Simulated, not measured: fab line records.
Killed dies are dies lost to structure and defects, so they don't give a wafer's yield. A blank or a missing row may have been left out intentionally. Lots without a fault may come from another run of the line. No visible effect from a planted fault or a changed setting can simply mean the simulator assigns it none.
The tool behind it: which one? / flow nand harc / 36 wafers from 12 lots sampled at 4 of the route's 1302 steps

WHAT THE GAUGES READ, wafer by wafer
No reading from a measuring or inspecting step in the record can be judged against a usual standard deviation.

WHICH TOOL RAN EACH LOT (tool, then ch and the chambers of the sampled wafers, then the start)
lot=L726; NHARC_P_GATE_RTA_80=rtp anneal-02 ch 0, day 5 19:34; NHARC_P_CONTACT_ETCH_35=rie diel-04 ch 1,3, day 5 22:07; NHARC_P_CONTACT_ETCH_18=rie diel-04 ch 0,1, day 5 22:30; NHARC_P_CONTACT_CVD_23=cvd w-02 ch 1, no start
lot=L729; NHARC_P_GATE_RTA_80=rtp anneal-01 ch 0, day 7 00:34; NHARC_P_CONTACT_ETCH_35=rie diel-04 ch 0,1,2, day 7 03:02; NHARC_P_CONTACT_ETCH_18=rie diel-04 ch 0,1,2, day 7 03:28; NHARC_P_CONTACT_CVD_23=cvd w-02 ch 0,1, no start
lot=L736; NHARC_P_GATE_RTA_80=rtp anneal-02 ch 0, day 10 05:42; NHARC_P_CONTACT_ETCH_35=rie diel-13 ch 0,2, day 10 08:04; NHARC_P_CONTACT_ETCH_18=rie diel-13 ch 0,1,3, day 10 08:28; NHARC_P_CONTACT_CVD_23=cvd w-01 ch 0,1, no start
lot=L737; NHARC_P_GATE_RTA_80=rtp anneal-02 ch 0, day 10 11:18; NHARC_P_CONTACT_ETCH_35=rie diel-13 ch 0,1,3, day 10 13:43; NHARC_P_CONTACT_ETCH_18=rie diel-13 ch 0,1,3, day 10 14:07; NHARC_P_CONTACT_CVD_23=cvd w-02 ch 0,1, no start
lot=L738; NHARC_P_GATE_RTA_80=rtp anneal-02 ch 0, day 10 12:14; NHARC_P_CONTACT_ETCH_35=rie diel-04 ch 1,2, day 10 14:39; NHARC_P_CONTACT_ETCH_18=rie diel-04 ch 0,1,2, day 10 15:05; NHARC_P_CONTACT_CVD_23=cvd w-02 ch 0,1, no start
lot=L741; NHARC_P_GATE_RTA_80=rtp anneal-02 ch 0, day 12 04:02; NHARC_P_CONTACT_ETCH_35=rie diel-04 ch 0,2, day 12 06:26; NHARC_P_CONTACT_ETCH_18=rie diel-04 ch 0,1, day 12 06:49; NHARC_P_CONTACT_CVD_23=cvd w-01 ch 0,1, no start
lot=L742; NHARC_P_GATE_RTA_80=rtp anneal-01 ch 0, day 12 18:44; NHARC_P_CONTACT_ETCH_35=rie diel-04 ch 0,3, day 12 21:08; NHARC_P_CONTACT_ETCH_18=rie diel-04 ch 1,3, day 12 21:33; NHARC_P_CONTACT_CVD_23=cvd w-01 ch 0,1, no start
lot=L743; NHARC_P_GATE_RTA_80=rtp anneal-01 ch 0, day 13 06:01; NHARC_P_CONTACT_ETCH_35=rie diel-04 ch 0,1,2, day 13 08:34; NHARC_P_CONTACT_ETCH_18=rie diel-04 ch 0,1,3, day 13 08:57; NHARC_P_CONTACT_CVD_23=cvd w-02 ch 0,1, no start
lot=L745; NHARC_P_GATE_RTA_80=rtp anneal-02 ch 0, day 13 17:31; NHARC_P_CONTACT_ETCH_35=rie diel-04 ch 0,1,3, day 13 20:04; NHARC_P_CONTACT_ETCH_18=rie diel-04 ch 0,2,3, day 13 20:28; NHARC_P_CONTACT_CVD_23=cvd w-01 ch 0,1, no start
lot=L746; NHARC_P_GATE_RTA_80=rtp anneal-02 ch 0, day 13 22:42; NHARC_P_CONTACT_ETCH_35=rie diel-13 ch 0,3, day 14 01:17; NHARC_P_CONTACT_ETCH_18=rie diel-13 ch 0,3, day 14 01:41; NHARC_P_CONTACT_CVD_23=cvd w-01 ch 0,1, no start
lot=L747; NHARC_P_GATE_RTA_80=rtp anneal-02 ch 0, day 14 11:05; NHARC_P_CONTACT_ETCH_35=rie diel-04 ch 0,2,3, day 14 13:35; NHARC_P_CONTACT_ETCH_18=rie diel-04 ch 0,3, day 14 13:59; NHARC_P_CONTACT_CVD_23=cvd w-02 ch 0,1, no start
lot=L749; NHARC_P_GATE_RTA_80=rtp anneal-01 ch 0, day 15 05:11; NHARC_P_CONTACT_ETCH_35=rie diel-08 ch 1,2,3, day 15 07:35; NHARC_P_CONTACT_ETCH_18=rie diel-08 ch 0,2,3, day 15 08:07; NHARC_P_CONTACT_CVD_23=cvd w-01 ch 0,1, no start
- NHARC_P_GATE_RTA_80: time 30 s.
- NHARC_P_CONTACT_ETCH_35: etches the open film in CF4, target depth 39 nm, time 65 s.
- NHARC_P_CONTACT_ETCH_18: etches the open film in C4F8/O2/Ar, target depth 481 nm, time 240.5 s.
- NHARC_P_CONTACT_CVD_23: deposits W, target thk 200 nm, time 557 s.

WHAT THE TOOLS THEMSELVES READ (means of the sampled wafers that have a number; where no wafer has one, the mark that the record gives instead)
NHARC_P_GATE_RTA_80. Usual: lamp power pct 2.27 %, standard deviation 0.15; lamp_zone_3_pct 2.27 %, standard deviation 0.16; wafer_temp_C_max 301.6, standard deviation 0.68.
lot=L726; tool=rtp anneal-02; lamp power pct (%)=2.40; lamp_zone_3_pct (%)=2.40; wafer_temp_C_max=302.1; flag=
lot=L729; tool=rtp anneal-01; lamp power pct (%)=2.08; lamp_zone_3_pct (%)=2.08; wafer_temp_C_max=300.9; flag=
lot=L736; tool=rtp anneal-02; lamp power pct (%)=2.40; lamp_zone_3_pct (%)=2.39; wafer_temp_C_max=302.3; flag=
lot=L737; tool=rtp anneal-02; lamp power pct (%)=2.39; lamp_zone_3_pct (%)=2.39; wafer_temp_C_max=301.8; flag=
lot=L738; tool=rtp anneal-02; lamp power pct (%)=2.40; lamp_zone_3_pct (%)=2.40; wafer_temp_C_max=302.2; flag=
lot=L741; tool=rtp anneal-02; lamp power pct (%)=2.39; lamp_zone_3_pct (%)=2.40; wafer_temp_C_max=302.0; flag=
lot=L742; tool=rtp anneal-01; lamp power pct (%)=2.08; lamp_zone_3_pct (%)=2.08; wafer_temp_C_max=301.0; flag=
lot=L743; tool=rtp anneal-01; lamp power pct (%)=2.08; lamp_zone_3_pct (%)=2.08; wafer_temp_C_max=300.6; flag=
lot=L745; tool=rtp anneal-02; lamp power pct (%)=2.40; lamp_zone_3_pct (%)=2.40; wafer_temp_C_max=302.0; flag=
lot=L746; tool=rtp anneal-02; lamp power pct (%)=2.40; lamp_zone_3_pct (%)=2.40; wafer_temp_C_max=302.0; flag=
lot=L747; tool=rtp anneal-02; lamp power pct (%)=2.39; lamp_zone_3_pct (%)=2.40; wafer_temp_C_max=301.7; flag=
lot=L749; tool=rtp anneal-01; lamp power pct (%)=2.08; lamp_zone_3_pct (%)=2.08; wafer_temp_C_max=300.9; flag=

NHARC_P_CONTACT_ETCH_35. Usual: drypump motor current A 5.6 A, standard deviation 0.37; oes product au 1.000 a.u., standard deviation 0.01; rf vpp V 151.2 V, standard deviation 1.2; showerhead plenum p Torr 1.76 Torr, standard deviation 0.077; throttle valve pct 13.284 %, standard deviation 0.0092.
lot=L726; tool=rie diel-04; drypump motor current A (A)=5.6; oes product au (a.u.)=1.000; rf vpp V (V)=152.3; showerhead plenum p Torr (Torr)=1.84; throttle valve pct (%)=13.287; flag=
lot=L729; tool=rie diel-04; drypump motor current A (A)=5.6; oes product au (a.u.)=1.002; rf vpp V (V)=151.0; showerhead plenum p Torr (Torr)=1.72; throttle valve pct (%)=13.288; flag=
lot=L736; tool=rie diel-13; drypump motor current A (A)=5.8; oes product au (a.u.)=0.998; rf vpp V (V)=151.1; showerhead plenum p Torr (Torr)=1.69; throttle valve pct (%)=13.278; flag=
lot=L737; tool=rie diel-13; drypump motor current A (A)=6.0; oes product au (a.u.)=0.994; rf vpp V (V)=151.7; showerhead plenum p Torr (Torr)=1.77; throttle valve pct (%)=13.291; flag=
lot=L738; tool=rie diel-04; drypump motor current A (A)=5.7; oes product au (a.u.)=0.995; rf vpp V (V)=150.8; showerhead plenum p Torr (Torr)=1.73; throttle valve pct (%)=13.286; flag=
lot=L741; tool=rie diel-04; drypump motor current A (A)=5.7; oes product au (a.u.)=1.002; rf vpp V (V)=150.5; showerhead plenum p Torr (Torr)=1.72; throttle valve pct (%)=13.281; flag=
lot=L742; tool=rie diel-04; drypump motor current A (A)=5.5; oes product au (a.u.)=1.009; rf vpp V (V)=152.5; showerhead plenum p Torr (Torr)=1.82; throttle valve pct (%)=13.272; flag=
lot=L743; tool=rie diel-04; drypump motor current A (A)=5.6; oes product au (a.u.)=1.003; rf vpp V (V)=151.2; showerhead plenum p Torr (Torr)=1.72; throttle valve pct (%)=13.285; flag=
lot=L745; tool=rie diel-04; drypump motor current A (A)=5.6; oes product au (a.u.)=1.001; rf vpp V (V)=150.8; showerhead plenum p Torr (Torr)=1.77; throttle valve pct (%)=13.288; flag=
lot=L746; tool=rie diel-13; drypump motor current A (A)=6.4; oes product au (a.u.)=0.996; rf vpp V (V)=151.7; showerhead plenum p Torr (Torr)=1.73; throttle valve pct (%)=13.284; flag=
lot=L747; tool=rie diel-04; drypump motor current A (A)=5.6; oes product au (a.u.)=1.008; rf vpp V (V)=150.6; showerhead plenum p Torr (Torr)=1.77; throttle valve pct (%)=13.286; flag=
lot=L749; tool=rie diel-08; drypump motor current A (A)=5.2; oes product au (a.u.)=0.996; rf vpp V (V)=150.6; showerhead plenum p Torr (Torr)=1.79; throttle valve pct (%)=13.291; flag=

NHARC_P_CONTACT_ETCH_18. Usual: oes product au 0.961 a.u., standard deviation 0.021; rf vpp V 977 V, standard deviation 5.8.
lot=L726; tool=rie diel-04; oes product au (a.u.)=0.970; rf vpp V (V)=975; flag=
lot=L729; tool=rie diel-04; oes product au (a.u.)=0.953; rf vpp V (V)=974; flag=
lot=L736; tool=rie diel-13; oes product au (a.u.)=1.205; rf vpp V (V)=978; flag=OFF
lot=L737; tool=rie diel-13; oes product au (a.u.)=1.284; rf vpp V (V)=978; flag=OFF
lot=L738; tool=rie diel-04; oes product au (a.u.)=0.963; rf vpp V (V)=974; flag=
lot=L741; tool=rie diel-04; oes product au (a.u.)=0.971; rf vpp V (V)=974; flag=
lot=L742; tool=rie diel-04; oes product au (a.u.)=0.944; rf vpp V (V)=983; flag=
lot=L743; tool=rie diel-04; oes product au (a.u.)=0.975; rf vpp V (V)=979; flag=
lot=L745; tool=rie diel-04; oes product au (a.u.)=0.973; rf vpp V (V)=978; flag=
lot=L746; tool=rie diel-13; oes product au (a.u.)=0.963; rf vpp V (V)=978; flag=
lot=L747; tool=rie diel-04; oes product au (a.u.)=0.976; rf vpp V (V)=983; flag=
lot=L749; tool=rie diel-08; oes product au (a.u.)=0.975; rf vpp V (V)=980; flag=

NHARC_P_CONTACT_CVD_23. Usual: heater power outer w 241 W, standard deviation 26; heater power w 426 W, standard deviation 38; throttle valve pct 7.85 %, standard deviation 0.19.
lot=L726; tool=cvd w-02; heater power outer w (W)=253; heater power w (W)=414; throttle valve pct (%)=7.63; flag=
lot=L729; tool=cvd w-02; heater power outer w (W)=257; heater power w (W)=435; throttle valve pct (%)=7.54; flag=
lot=L736; tool=cvd w-01; heater power outer w (W)=224; heater power w (W)=412; throttle valve pct (%)=7.86; flag=
lot=L737; tool=cvd w-02; heater power outer w (W)=256; heater power w (W)=437; throttle valve pct (%)=7.68; flag=
lot=L738; tool=cvd w-02; heater power outer w (W)=257; heater power w (W)=438; throttle valve pct (%)=7.82; flag=
lot=L741; tool=cvd w-01; heater power outer w (W)=212; heater power w (W)=393; throttle valve pct (%)=7.96; flag=
lot=L742; tool=cvd w-01; heater power outer w (W)=224; heater power w (W)=417; throttle valve pct (%)=8.04; flag=
lot=L743; tool=cvd w-02; heater power outer w (W)=260; heater power w (W)=427; throttle valve pct (%)=7.92; flag=
lot=L745; tool=cvd w-01; heater power outer w (W)=226; heater power w (W)=417; throttle valve pct (%)=7.92; flag=
lot=L746; tool=cvd w-01; heater power outer w (W)=223; heater power w (W)=415; throttle valve pct (%)=7.81; flag=
lot=L747; tool=cvd w-02; heater power outer w (W)=260; heater power w (W)=434; throttle valve pct (%)=7.74; flag=
lot=L749; tool=cvd w-01; heater power outer w (W)=210; heater power w (W)=394; throttle valve pct (%)=8.03; flag=

THE ANSWER, worked out from the rows above alone
Rule: a lot counts as off when the mean over its wafers that have a number is more than 3 standard deviations away from the usual mean. Also off: a lot with no number at a reading for which 4 or more lots have one. The other lots that the step has rows for count as sound. After the gauges, taken in route order, come the tools' own readings; for these a lot's mean is taken, as printed above. At the first step where some lot is off, the reading lying furthest off is the one used; lots without a number count as furthest.
Off at NHARC_P_CONTACT_ETCH_18 (oes product au): L736, L737.
A tool fits if, at that step or a process step before it, it ran every lot that is off, and no sound lot after the first of them. No candidate that was tried fits.

WHAT HAD BEEN PUT IN BY THE SIMULATOR
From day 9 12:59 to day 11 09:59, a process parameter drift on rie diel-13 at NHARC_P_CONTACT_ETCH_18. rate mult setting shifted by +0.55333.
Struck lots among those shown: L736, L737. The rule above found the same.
